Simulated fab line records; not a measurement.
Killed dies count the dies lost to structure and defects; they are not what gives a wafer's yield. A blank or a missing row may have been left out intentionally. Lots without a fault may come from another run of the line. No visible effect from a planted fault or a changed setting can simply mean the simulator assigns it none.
Matching of chambers | flow nand harc | rie diel-08 running NHARC_A_CHANNEL_FILL_D2_STRIP_28: 4 sister chambers
The step strips in O2, time 20 s. 4 wafers are shown with their chamber, then 8 later ones without.

WAFERS WITH THEIR CHAMBER
wafer  | chamber | showerhead plenum p Torr (Torr)
L091.3 | 2       | 3.52
L091.4 | 1       | 3.46
L091.5 | 3       | 3.33
L093.1 | 0       | 3.80

WAFERS WITH NO CHAMBER GIVEN
wafer  | showerhead plenum p Torr (Torr)
L093.2 | 3.46
L093.3 | 3.52
L093.4 | 3.33
L093.5 | 3.52
L093.6 | 3.33
L096.1 | 3.51
L096.4 | 3.79
L096.5 | 3.79

CHAMBER TAKEN BY EACH
wafer  | from the rows above | in truth
L093.2 | 1                   | 1
L093.3 | 2                   | 2
L093.4 | 3                   | 3
L093.5 | 2                   | 2
L093.6 | 3                   | 3
L096.1 | 2                   | 2
L096.4 | 0                   | 0
L096.5 | 0                   | 0
8 of 8 placed correctly. Left unplaced by these rows: 0. Placed wrongly: 0.
How it was worked out, from the rows above alone: a wafer's distance from a chamber is the root of the sum, over the readings, of the square of ((its reading less the chamber's mean) divided by the reading's scatter). The wafer belongs to the nearest chamber; if the next one is less than 2 further off, it can't be placed. The mean given for a chamber averages the wafers shown for that chamber. The scatter: root of mean squared gap, hidden wafer to nearest shown wafer, with one shown wafer a chamber.
